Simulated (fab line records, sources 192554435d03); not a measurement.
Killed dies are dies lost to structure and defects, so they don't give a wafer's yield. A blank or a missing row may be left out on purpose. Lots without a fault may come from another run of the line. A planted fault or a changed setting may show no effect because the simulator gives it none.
A struck lot beside a sound one | flow n5_finfet | 15 steps out of a route of 1938
Sound: wafers L486.1, L486.2, L486.4. Struck: wafer L503.1. (L503.4, L503.6 of the same lot were not struck and are left out.) The cause comes at the end.
At each step with rows: each side's tool, then ch and its chambers, then its first start. Under that, the readings that differ: sound wafers | struck wafers | difference of the means | sigmas: that difference in standard deviations of wafers without a fault.
alike: readings whose means differ by less than 2 such deviations, and words and numbers that are the same on both sides. not compared: withheld readings, readings that some wafer has no value for, bounds like >300 that may hide the same value, and numbers for which the record gives no deviation and whose values overlap.
The two part at a step that has a row with sigmas, a row that says differs or no value, or rows on one side only. Numbers that don't overlap but have no deviation are shown without sigmas and don't part them. A reading that every wafer of one side lacks parts them only if that side has two wafers or more.

first, 6 steps without rows for these wafers: N5_BEOL_M9_COAT_22 (resist thk 30 nm); N5_BEOL_M9_EBR_24; N5_BEOL_M9_SOFTBAKE_23 (time 60 s); N5_BEOL_M9_EXPOSE_25 (exposes mask V8); N5_BEOL_M9_PEB_26 (peb time 60 s); N5_BEOL_M9_DEVELOP_27 (develop time 30 s).
N5_BEOL_M9_CD_MEAS_28: target cd 70 nm.
  sound on cd_sem-03 ch 0, day 10 13:52; struck on cd_sem-03 ch 0, day 14 22:49
  alike: cd_nm
N5_BEOL_M9_OVL_MEAS_29:
  sound on overlay-02 ch 0, day 10 13:54; struck on overlay-02 ch 0, day 14 22:50
  alike: V8_OVL
N5_BEOL_M9_INSPECT_30: inspects for defects (brightfield).
  sound on defect_inspect-02, day 10 13:58; struck on defect_inspect-01, day 14 22:54
  alike: raw_defect_count
N5_BEOL_M9_DESCUM_33: chemistry O2, time 7 s.
  sound on rie_diel-02 ch 0,2,3, day 10 13:59; struck on rie_diel-02 ch 0, day 14 22:56
  reading                        | sound                | struck | difference | sigmas
  chamber_pressure_mTorr (mTorr) | 19.999 19.977 19.962 | 20.024 | +0.045     | +3
  alike: drypump_motor_current_A, oes_product_au, rf_vpp_V, showerhead_plenum_p_Torr, throttle_valve_pct
  not compared: rf_hours_counter_h
N5_BEOL_M9_ETCH_76: etches underlayer in N2/H2, target depth 6.5 nm, time 5.2 s.
  sound on rie_diel-02 ch 0,2,3, day 10 14:02; struck on rie_diel-02 ch 0, day 14 22:58
  alike: chamber_pressure_mTorr, drypump_motor_current_A, etch_rf_on_time_s, n2_flow_sccm, oes_product_au, rf_vpp_V, showerhead_plenum_p_Torr, throttle_valve_pct
  not compared: rf_hours_counter_h
N5_BEOL_M9_ETCH_65: etches SiARC in CF4, target depth 15.6 nm, time 26 s.
  sound on rie_diel-02 ch 0,2,3, day 10 14:03; struck on rie_diel-02 ch 0, day 14 22:59
  alike: chamber_pressure_mTorr, drypump_motor_current_A, etch_rf_on_time_s, oes_product_au, rf_vpp_V, showerhead_plenum_p_Torr, throttle_valve_pct
  not compared: rf_hours_counter_h
N5_BEOL_M9_ETCH_66: etches SOC in N2/H2, target depth 80 nm, overetch 16 nm, time 120 s.
  sound on rie_diel-02 ch 0,2,3, day 10 14:04; struck on rie_diel-02 ch 0, day 14 23:01
  reading                                    | sound             | struck | difference | sigmas
  run_length_s (s)                           | 143.2 143.0 144.3 | 135.3  | -8.2       | -19
  model.SiARC_of_BEOL_M9_COAT_64.thk_nm (nm) | 6.6 6.4 6.2       | 6.8    | +0.4       |
  alike: chamber_pressure_mTorr, drypump_motor_current_A, n2_flow_sccm, oes_product_au, rf_vpp_V, showerhead_plenum_p_Torr, throttle_valve_pct
  not compared: rf_hours_counter_h
then, 1 step without rows for these wafers: N5_BEOL_M9_STRIP_69 (strips in N2/H2).
N5_PASSIVATION_PROBE_49:
  the record has rows for the sound wafers here (prober-02, day 13 03:44) and none for the struck ones

WHERE THEY PART
First at N5_BEOL_M9_DESCUM_33; last, within this record, at N5_PASSIVATION_PROBE_49.

WHY: what the simulator had put in
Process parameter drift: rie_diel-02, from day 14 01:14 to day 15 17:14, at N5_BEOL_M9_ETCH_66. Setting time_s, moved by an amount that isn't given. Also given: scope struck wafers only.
